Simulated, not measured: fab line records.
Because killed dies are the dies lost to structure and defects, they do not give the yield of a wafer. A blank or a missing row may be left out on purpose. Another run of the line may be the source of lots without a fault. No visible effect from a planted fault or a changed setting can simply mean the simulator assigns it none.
Comparing a struck lot with a sound one ; flow n5_finfet ; 36 steps out of a route of 1938
Sound: the wafers L107.1, L107.3, L107.6. Struck: wafer L111.3. (L111.1, L111.5 of the same lot were not struck and are left out.) The cause comes at the end.
At each step with rows: each side's tool, then ch and its chambers, then its first start. Under that, the readings that differ: sound wafers ; struck wafers ; difference of the means ; sigmas: that difference in standard deviations of wafers without a fault.
alike: a reading whose means differ by less than 2 such deviations, as well as words and numbers matching on both sides. not compared: withheld readings; readings where some wafer has no value; bounds like >300 that might hide an equal value; numbers whose values overlap and for which the record gives no deviation.
Wherever a step has rows on one side only, a row that says differs or no value, or a row with sigmas, the two part there. Non-overlapping numbers with no deviation appear without sigmas and do not part them. A reading missing from all wafers of one side parts the sides only when that side holds two or more wafers.

first, 9 steps without rows for these wafers: N5_BEOL_M4_ANNEAL_95 (time 240 s); N5_BEOL_M4_SPUTTER_96 (material Cu, target thk 4.5 nm, time 8.29 s); N5_BEOL_M4_ECD_50 (material Cu, target thk 300 nm); N5_BEOL_M4_ANNEAL_51 (time 90 s); N5_BEOL_M4_CMP_52 (polishes, stops on SiOC, t overpolish 6.8 s, target thk 40 nm); N5_BEOL_M4_PRE_CLEAN_60 (time 15 s); N5_BEOL_M4_CO_CAP_55 (material Co, precursor CCTBA/H2, target thk 2 nm, time 102.1 s); N5_BEOL_M4_PRE_CLEAN_56 (time 15 s); N5_BEOL_M4_DEP_57 (deposits SiCN from 3MS/NH3, target thk 8 nm, time 14 s).
N5_BEOL_M4_RC_MEAS_101:
  sound on prober-01 ch 0, day 13 16:47; struck on prober-02 ch 0, day 15 09:06
  alike: DIBL_N, DIBL_P, IOFF_N, IOFF_P, ION_N, ION_P, SS_N, SS_P, VT_N, VT_P
then, 24 steps without rows for these wafers: N5_BEOL_M5_ILD_DEP_00 (deposits SiCOH lowk from DEMS/porogen, target thk 140.64 nm, time 25.9 s); N5_BEOL_M5_CURE_79 (cures SiCOH lowk, time 240 s); N5_BEOL_M5_PECVD_70 (deposits SiO2 from TEOS/O2, target thk 16 nm, time 18 s); N5_BEOL_M5_HM_DEP_02 (deposits TiN, target thk 20 nm); N5_BEOL_M5_COAT_59 (time 60 s, resist thk 60 nm); N5_BEOL_M5_COAT_60 (time 60 s, resist thk 12 nm); N5_BEOL_M5_COAT_71 (time 60 s, resist thk 5 nm); N5_BEOL_M5_COAT_05 (resist thk 30 nm); N5_BEOL_M5_EBR_07; N5_BEOL_M5_SOFTBAKE_06 (time 60 s); N5_BEOL_M5_EXPOSE_08 (exposes mask M5, target cd 28 nm); N5_BEOL_M5_PEB_09 (peb time 60 s); N5_BEOL_M5_DEVELOP_10 (develop time 30 s); N5_BEOL_M5_DESCUM_16 (chemistry O2, time 7 s); N5_BEOL_M5_ETCH_72 (etches underlayer in N2/H2, target depth 6.5 nm, time 5.2 s); N5_BEOL_M5_ETCH_61 (etches SiARC in CF4, target depth 15.6 nm, time 26 s); N5_BEOL_M5_ETCH_62 (etches SOC in N2/H2, target depth 75 nm, overetch 15 nm, time 112.5 s); N5_BEOL_M5_STRIP_63 (strips in N2/H2); N5_BEOL_M5_STRIP_73 (strips in N2/H2); N5_BEOL_M5_STRIP_64 (strips in CF4); N5_BEOL_M5_HM_OPEN_17 (chemistry Cl2/BCl3, target TiN, target depth 20 nm, overetch 6 nm); N5_BEOL_M5_STRIP_19 (strips in O2); N5_BEOL_M5_COAT_65 (time 60 s, resist thk 60 nm); N5_BEOL_M5_COAT_66 (time 60 s, resist thk 12 nm).
-- here the record skips 4 days between the struck wafers' starts before and after, leaving off in module BEOL_M5 and picking up in module PASSIVATION (first step shown: number 1930 of the route) --
N5_PASSIVATION_ETCH_54: etches SiO2 in CHF3/O2, target depth 880 nm, time 440 s.
  sound on rie_diel-01 ch 0,2,3, day 18 01:40; struck on rie_diel-03 ch 1, day 19 07:22
reading;sound;struck;difference;sigmas
model.etch.depth_nm (nm);893.7 873.3 883.2;696.6;-186.8;
model.PASSIVATION.feature_depth_nm (nm);893.8 873.4 883.2;696.6;-186.9;
  alike: drypump_motor_current_A, oes_product_au, rf_vpp_V, showerhead_plenum_p_Torr, throttle_valve_pct
  not compared: rf_hours_counter_h
N5_PASSIVATION_PROBE_49:
  only the struck wafers here have rows in the record (prober-01, day 19 11:23); the sound ones have none

WHERE THEY PART
Within this record, at N5_PASSIVATION_PROBE_49 only.

WHY: what the simulator had put in
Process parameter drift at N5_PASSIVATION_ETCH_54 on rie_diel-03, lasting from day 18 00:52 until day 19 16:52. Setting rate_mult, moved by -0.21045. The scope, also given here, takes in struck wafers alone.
